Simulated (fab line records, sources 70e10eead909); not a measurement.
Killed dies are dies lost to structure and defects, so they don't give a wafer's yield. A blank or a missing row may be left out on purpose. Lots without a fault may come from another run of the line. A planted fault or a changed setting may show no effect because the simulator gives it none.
Problem report in the 8D (eight disciplines) form, filled by code | flow nand_harc | the parts of the form that need people (team, actions taken, sign-off) are left out

1. THE PROBLEM
run_length_s at NHARC_A_STAIRCASE_ETCH_192 reads a mean of 40.8 s on 6 wafers of 2 lots; wafers without a fault read 62.0 s with a standard deviation of 0.54. That is -39 standard deviations from the usual mean.
The step: etches the open film in C4F8/O2, target depth 100 nm, time 40.5 s.
First seen on wafer L467.4, day 22 09:59, on rie_diel-07. The record holds 39 wafers of 13 lots with a number at this step. Rule for "out", or "out of limits": more than 4 standard deviations from the usual mean. The other wafers with a number count as sound.

2. WHAT IT IS AND WHAT IT IS NOT
question                    | is                     | is not
which readings at this step | run_length_s           | oes_product_au, rf_vpp_V
which lots                  | L467, L468             | L451, L452, L453, L454, L455, L456, L457, L458, L471, L472, L474
which wafers of those lots  | all that have a number | -
read on which tools         | rie_diel-07            | rie_diel-03, rie_diel-05
when                        | from day 22 09:59      | up to then (24 sound wafers); but 9 sound wafers of L471, L472, L474 came after

3. SUSPECTS, AND WHAT RULES EACH OUT
Counting: a tool at a process step up to the reading stays a suspect if it ran every lot that is out and no sound lot after the first of them.
- rie_diel-07 at NHARC_A_STAIRCASE_DESCUM_186 (chemistry O2, time 3 s): kept. It ran every lot that is out, first L467 (day 22 08:56), and no sound lot after that; its last sound lot up to then is L457 (day 18 17:03).
- rie_diel-07 at NHARC_A_STAIRCASE_ETCH_192 (etches the open film in C4F8/O2, target depth 100 nm, time 40.5 s): kept. It ran every lot that is out, first L467 (day 22 09:59), and no sound lot after that; its last sound lot up to then is L457 (day 18 18:18). Its own readings are out on those wafers: run_length_s.
Left after counting: rie_diel-07 at NHARC_A_STAIRCASE_DESCUM_186, rie_diel-07 at NHARC_A_STAIRCASE_ETCH_192.

4. THE CAUSE (what the simulator had put in)
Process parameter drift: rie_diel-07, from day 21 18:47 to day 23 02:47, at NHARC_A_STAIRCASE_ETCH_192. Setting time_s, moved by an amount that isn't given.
Counting left 2 suspects, and this tool is among them.

5. THE CHAIN OF EFFECTS, in route order
Each row: a reading whose mean over the struck wafers that have a number lies more than 3 standard deviations from the usual. Only readings for which the record gives a usual standard deviation are gone through. hours: the time from each lot's start at the first step in this table that gives one to its start at this step, as a median over the lots. sigmas: the change in usual standard deviations.
hours | step                       | reading      | usual  | on struck wafers | change | sigmas
0     | NHARC_A_STAIRCASE_ETCH_192 | run_length_s | 62.0 s | 40.8             | -21.2  | -39
The process steps in it:
- NHARC_A_STAIRCASE_ETCH_192: etches the open film in C4F8/O2, target depth 100 nm, time 40.5 s.

6. WHAT WOULD HAVE CAUGHT IT SOONER
In this record the first reading out of limits was taken at day 22 09:59, 15 hours after the fault began at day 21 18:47.
